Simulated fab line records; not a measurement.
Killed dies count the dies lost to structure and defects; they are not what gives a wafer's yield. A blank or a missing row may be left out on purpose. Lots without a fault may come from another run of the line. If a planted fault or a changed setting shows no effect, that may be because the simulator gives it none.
Matching of chambers / flow nandHarc / NHARC_A_STAIRCASE_DESCUM_11 on rieDiel-08 has 4 sister chambers
The step chemistry O2, time 3 s. 16 wafers are shown with their chamber, then 8 later ones without.

== EACH WAFER AND ITS CHAMBER ==
wafer=L075.4; chamber=3; drypumpMotorCurrentA (A)=5.9; showerheadPlenumPTorr (Torr)=1.81; rfVppV (V)=57.4
wafer=L075.5; chamber=0; drypumpMotorCurrentA (A)=4.8; showerheadPlenumPTorr (Torr)=2.06; rfVppV (V)=58.0
wafer=L075.6; chamber=3; drypumpMotorCurrentA (A)=5.9; showerheadPlenumPTorr (Torr)=1.81; rfVppV (V)=57.6
wafer=L078.1; chamber=2; drypumpMotorCurrentA (A)=6.3; showerheadPlenumPTorr (Torr)=1.91; rfVppV (V)=58.3
wafer=L078.3; chamber=3; drypumpMotorCurrentA (A)=5.9; showerheadPlenumPTorr (Torr)=1.81; rfVppV (V)=57.0
wafer=L078.6; chamber=2; drypumpMotorCurrentA (A)=6.3; showerheadPlenumPTorr (Torr)=1.91; rfVppV (V)=58.1
wafer=L082.1; chamber=0; drypumpMotorCurrentA (A)=4.9; showerheadPlenumPTorr (Torr)=2.05; rfVppV (V)=57.6
wafer=L082.3; chamber=1; drypumpMotorCurrentA (A)=5.7; showerheadPlenumPTorr (Torr)=1.78; rfVppV (V)=56.8
wafer=L082.5; chamber=3; drypumpMotorCurrentA (A)=5.9; showerheadPlenumPTorr (Torr)=1.80; rfVppV (V)=57.7
wafer=L085.2; chamber=1; drypumpMotorCurrentA (A)=5.7; showerheadPlenumPTorr (Torr)=1.77; rfVppV (V)=56.8
wafer=L085.4; chamber=0; drypumpMotorCurrentA (A)=4.9; showerheadPlenumPTorr (Torr)=2.05; rfVppV (V)=58.7
wafer=L085.5; chamber=3; drypumpMotorCurrentA (A)=5.9; showerheadPlenumPTorr (Torr)=1.80; rfVppV (V)=57.5
wafer=L089.1; chamber=3; drypumpMotorCurrentA (A)=5.9; showerheadPlenumPTorr (Torr)=1.80; rfVppV (V)=58.2
wafer=L089.5; chamber=0; drypumpMotorCurrentA (A)=4.9; showerheadPlenumPTorr (Torr)=2.05; rfVppV (V)=59.7
wafer=L089.6; chamber=3; drypumpMotorCurrentA (A)=5.9; showerheadPlenumPTorr (Torr)=1.80; rfVppV (V)=56.6
wafer=L095.1; chamber=0; drypumpMotorCurrentA (A)=4.8; showerheadPlenumPTorr (Torr)=2.04; rfVppV (V)=58.5

SIGNATURES, as means of the wafers listed above
reading=drypumpMotorCurrentA; chamber 0=4.860; chamber 1=5.700; chamber 2=6.300; chamber 3=5.900; scatter within a chamber=0.0316
reading=showerheadPlenumPTorr; chamber 0=2.0500; chamber 1=1.7750; chamber 2=1.9100; chamber 3=1.8043; scatter within a chamber=0.00593
reading=rfVppV; chamber 0=58.500; chamber 1=56.800; chamber 2=58.200; chamber 3=57.429; scatter within a chamber=0.587
Rule: a wafer's distance from a chamber is the root of the sum, over the readings, of the square of ((its reading less the chamber's mean) divided by the reading's scatter). If the next closest chamber is less than 2 further off than the closest, the wafer can't be placed; otherwise it belongs to the closest. The scatter is the square root of a quotient: the sum, over the shown wafers, of each reading's squared deviation from its chamber's mean, divided by wafers minus chambers.

== WAFERS WITHOUT THEIR CHAMBER ==
wafer=L095.3; drypumpMotorCurrentA (A)=5.9; showerheadPlenumPTorr (Torr)=1.79; rfVppV (V)=57.6
wafer=L095.4; drypumpMotorCurrentA (A)=6.3; showerheadPlenumPTorr (Torr)=1.90; rfVppV (V)=58.2
wafer=L097.1; drypumpMotorCurrentA (A)=5.9; showerheadPlenumPTorr (Torr)=1.79; rfVppV (V)=56.9
wafer=L097.3; drypumpMotorCurrentA (A)=6.3; showerheadPlenumPTorr (Torr)=1.89; rfVppV (V)=58.2
wafer=L097.4; drypumpMotorCurrentA (A)=4.8; showerheadPlenumPTorr (Torr)=2.04; rfVppV (V)=58.8
wafer=L096.2; drypumpMotorCurrentA (A)=5.7; showerheadPlenumPTorr (Torr)=2.08; rfVppV (V)=57.1
wafer=L096.4; drypumpMotorCurrentA (A)=5.9; showerheadPlenumPTorr (Torr)=1.79; rfVppV (V)=58.4
wafer=L096.6; drypumpMotorCurrentA (A)=5.8; showerheadPlenumPTorr (Torr)=1.79; rfVppV (V)=56.8

== EACH ONE'S CHAMBER ==
wafer=L095.3; from the rows above=3; in truth=3
wafer=L095.4; from the rows above=2; in truth=2
wafer=L097.1; from the rows above=3; in truth=3
wafer=L097.3; from the rows above=2; in truth=2
wafer=L097.4; from the rows above=0; in truth=0
wafer=L096.2; from the rows above=0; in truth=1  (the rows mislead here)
wafer=L096.4; from the rows above=3; in truth=3
wafer=L096.6; from the rows above=can't be placed: 1 or 3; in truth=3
Correct placement for 6 of the 8. Can't be placed from these rows: 1 (the true chamber is among the candidates in 1). 1 placed wrongly.
